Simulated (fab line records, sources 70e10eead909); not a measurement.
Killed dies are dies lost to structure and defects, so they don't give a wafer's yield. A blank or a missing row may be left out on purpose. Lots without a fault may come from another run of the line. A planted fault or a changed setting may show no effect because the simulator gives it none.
A struck lot beside a sound one | flow nand_harc | 15 steps out of a route of 1302
Sound: wafers L444.1, L444.2, L444.6. Struck: wafer L453.4. (L453.5 of the same lot was not struck and is left out.) The cause comes at the end.
At each step with rows: each side's tool, then ch and its chambers, then its first start. Under that, the readings that differ: sound wafers | struck wafers | difference of the means | sigmas: that difference in standard deviations of wafers without a fault.
alike: readings whose means differ by less than 2 such deviations, and words and numbers that are the same on both sides. not compared: withheld readings, readings that some wafer has no value for, bounds like >300 that may hide the same value, and numbers for which the record gives no deviation and whose values overlap.
The two part at a step that has a row with sigmas, a row that says differs or no value, or rows on one side only. Numbers that don't overlap but have no deviation are shown without sigmas and don't part them. A reading that every wafer of one side lacks parts them only if that side has two wafers or more.

first, 4 steps without rows for these wafers: NHARC_P_BONDPAD_EBR_05; NHARC_P_BONDPAD_EXPOSE_06 (exposes mask P BPAD); NHARC_P_BONDPAD_PEB_07 (peb time 80 s); NHARC_P_BONDPAD_DEVELOP_08 (time 50 s).
NHARC_P_BONDPAD_CD_MEAS_09: target cd 500 nm.
  sound on cd_sem-01 ch 0, day 8 19:19; struck on cd_sem-01 ch 0, day 12 17:14
  reading    | sound             | struck | difference | sigmas
  cd_nm (nm) | 504.3 503.3 501.9 | 498.0  | -5.2       | -2
NHARC_P_BONDPAD_OVL_MEAS_38:
  sound on overlay-01, day 8 19:25; struck on overlay-01, day 12 17:19
  alike: overlay_x_nm, overlay_y_nm
then, 1 step without rows for these wafers: NHARC_P_BONDPAD_HARDBAKE_10 (time 65 s).
NHARC_P_BONDPAD_DESCUM_11: chemistry O2, time 3 s.
  sound on rie_diel-07 ch 0,1, day 8 19:32; struck on rie_diel-05 ch 1, day 12 17:28
  alike: drypump_motor_current_A, oes_product_au, rf_vpp_V, showerhead_plenum_p_Torr, throttle_valve_pct
  not compared: rf_hours_counter_h
NHARC_P_BONDPAD_ETCH_37: etches the open film in N2/H2, target depth 60 nm, overetch 18 nm, time 65.91 s.
  sound on rie_diel-07 ch 0,1, day 8 19:37; struck on rie_diel-05 ch 2, day 12 17:32
  alike: bias_w, drypump_motor_current_A, oes_product_au, rf_vpp_V, run_length_s, showerhead_plenum_p_Torr, throttle_valve_pct
  not compared: rf_hours_counter_h
NHARC_P_BONDPAD_ETCH_12: etches the open film in CHF3/O2, target depth 200 nm, time 100 s.
  sound on rie_diel-07 ch 0,2,3; struck on rie_diel-05 ch 3
  reading    | sound             | struck | difference | sigmas
  bias_w (W) | 199.4 199.5 199.5 | 201.1  | +1.6       | +3
  alike: drypump_motor_current_A, oes_product_au, rf_vpp_V, run_length_s, showerhead_plenum_p_Torr, throttle_valve_pct
  not compared: rf_hours_counter_h
NHARC_P_BONDPAD_CD_MEAS_13:
  sound on cd_sem-02, day 8 19:51; struck on cd_sem-03, day 12 17:46
  reading    | sound             | struck | difference | sigmas
  cd_nm (nm) | 503.3 501.9 502.1 | 496.9  | -5.5       | -2
NHARC_P_BONDPAD_STRIP_15: strips in O2.
  sound on rie_diel-05 ch 0,1,2, day 8 19:55; struck on rie_diel-07 ch 1, day 12 17:51
  alike: drypump_motor_current_A, oes_product_au, rf_vpp_V, showerhead_plenum_p_Torr, throttle_valve_pct
  not compared: rf_hours_counter_h
NHARC_P_BONDPAD_ETCH_24: etches the open film in CF4/N2, target depth 30 nm, time 72.99 s.
  sound on rie_diel-05 ch 0,1, day 8 20:04; struck on rie_diel-07 ch 1, day 12 17:59
  reading          | sound             | struck | difference | sigmas
  rf_vpp_V (V)     | 315.1 315.8 315.0 | 318.7  | +3.4       | +2
  run_length_s (s) | 94.7 94.5 94.5    | 78.1   | -16.5      | -37
  alike: drypump_motor_current_A, oes_product_au, showerhead_plenum_p_Torr, throttle_valve_pct
  not compared: bias_w, rf_hours_counter_h
then, 1 step without rows for these wafers: NHARC_P_BONDPAD_STRIP_16 (strips in post etch residue remover, time 600 s).
-- the record jumps here: 18 days lie between the struck wafers' starts before and after (it left off in module P_BONDPAD and takes up again in module END, whose first step shown is number 1302 of the route) --
NHARC_END_SORT_01:
  the record has rows for the struck wafers here (prober-02 ch 0, day 30 11:51) and none for the sound ones

WHERE THEY PART
First at NHARC_P_BONDPAD_CD_MEAS_09; last, within this record, at NHARC_END_SORT_01.

WHY: what the simulator had put in
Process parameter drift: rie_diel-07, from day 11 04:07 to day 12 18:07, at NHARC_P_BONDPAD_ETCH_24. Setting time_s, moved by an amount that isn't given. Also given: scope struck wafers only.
